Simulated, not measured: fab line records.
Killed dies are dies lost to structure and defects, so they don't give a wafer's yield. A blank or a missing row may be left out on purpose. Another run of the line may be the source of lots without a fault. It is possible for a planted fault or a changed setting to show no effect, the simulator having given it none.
Struck lot and sound lot, side by side -- flow nand-harc -- 15 steps out of a route of 1302
Sound: the wafers L563.3, L563.4, L563.6. Wafers struck: L577.2, L577.4, L577.6. The cause is given at the end.
Order at every step that has rows: each side's tool, ch and its chambers, its first start. Under that, the readings that differ: sound wafers -- struck wafers -- difference of the means -- sigmas: that difference in standard deviations of wafers without a fault.
alike: same words and numbers on both sides, and readings whose means sit less than 2 such deviations apart. not compared: any withheld reading, any reading some wafer has no value for, any bound like >300 that may hide the same value, and any number with overlapping values for which the record gives no deviation.
The two part at a step that has a row with sigmas, a row that says differs or no value, or rows on one side only. When numbers do not overlap yet have no deviation, they are printed without sigmas and do not part them. Lack of a reading on every wafer of one side parts them only where that side has two or more wafers.

first, 8 steps without rows for these wafers: NHARC_A_CONTACT_COAT_61 (time 75 s); NHARC_A_CONTACT_COAT_62 (time 65 s); NHARC_A_CONTACT_COAT_63 (resist thk 90 nm); NHARC_A_CONTACT_SOFTBAKE_64 (time 55 s); NHARC_A_CONTACT_EBR_65; NHARC_A_CONTACT_EXPOSE_66 (exposes mask A CC 2); NHARC_A_CONTACT_PEB_67 (peb time 65 s); NHARC_A_CONTACT_DEVELOP_68 (develop time 35 s).
NHARC_A_CONTACT_CD_MEAS_69 targets a cd of 300 nm.
  sound on cd-sem-01 ch 0, day 22 19:32; struck on cd-sem-01 ch 0, day 28 12:05
  alike: cd-nm
NHARC_A_CONTACT_OVL_MEAS_70:
  sound on overlay-02 at day 22 19:37; struck on overlay-02 at day 28 12:10
  alike: overlay-x-nm, overlay-y-nm
NHARC_A_CONTACT_INSPECT_71:
  sound on defect-inspect-01 at day 22 19:39; struck on defect-inspect-01 at day 28 12:13
  alike: raw-defect-count
NHARC_A_CONTACT_DESCUM_74: chemistry O2, time 3 s.
  sound on rie-diel-05 ch 0,1,3, day 22 19:43; struck on rie-diel-05 ch 0,1,3, day 28 12:17
  alike: drypump-motor-current-A, o2-flow-sccm, oes-product-au, rf-vpp-V, showerhead-plenum-p-Torr, throttle-valve-pct
  not compared: rf-hours-counter-h
NHARC_A_CONTACT_ETCH_75: etches the open film in CF4, target depth 39 nm, time 65 s.
  sound on rie-diel-05 ch 2,3, day 22 19:48; struck on rie-diel-05 ch 0,2,3, day 28 12:22
  no value came back on the struck wafers for any of 8 readings (bias-w (W), cf4-flow-sccm (sccm) and others); on the sound wafers bias-w (W) reads 99.8 100.3 100.0
  not compared: rf-hours-counter-h
NHARC_A_CONTACT_ETCH_76: etches the open film in N2/H2, target depth 260 nm, time 475.3 s.
  sound on rie-diel-05 ch 0,2,3; struck on rie-diel-05 ch 0,1,3, day 28 12:31
  alike: bias-w, chamber-pressure-mTorr, drypump-motor-current-A, h2-flow-sccm, oes-product-au, rf-fwd-power-W, rf-vpp-V, showerhead-plenum-p-Torr, throttle-valve-pct
  not compared: rf-hours-counter-h
-- break in the record here, with 2 days between the starts of the struck wafers on either side (left off in module A_CONTACT, picked up again in module END, where the first step shown is number 1302 on the route) --
NHARC_END_SORT_01:
  the record has rows for the struck wafers here (prober-01 ch 0, day 30 23:07) and none for the sound ones

## WHERE THEY PART
Last at NHARC_END_SORT_01 as far as this record goes, first at NHARC_A_CONTACT_ETCH_75.

WHY: the cause the simulator had injected
Entire step skipped (rie-diel-05, NHARC_A_CONTACT_ETCH_75), from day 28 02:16 onward. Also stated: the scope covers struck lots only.
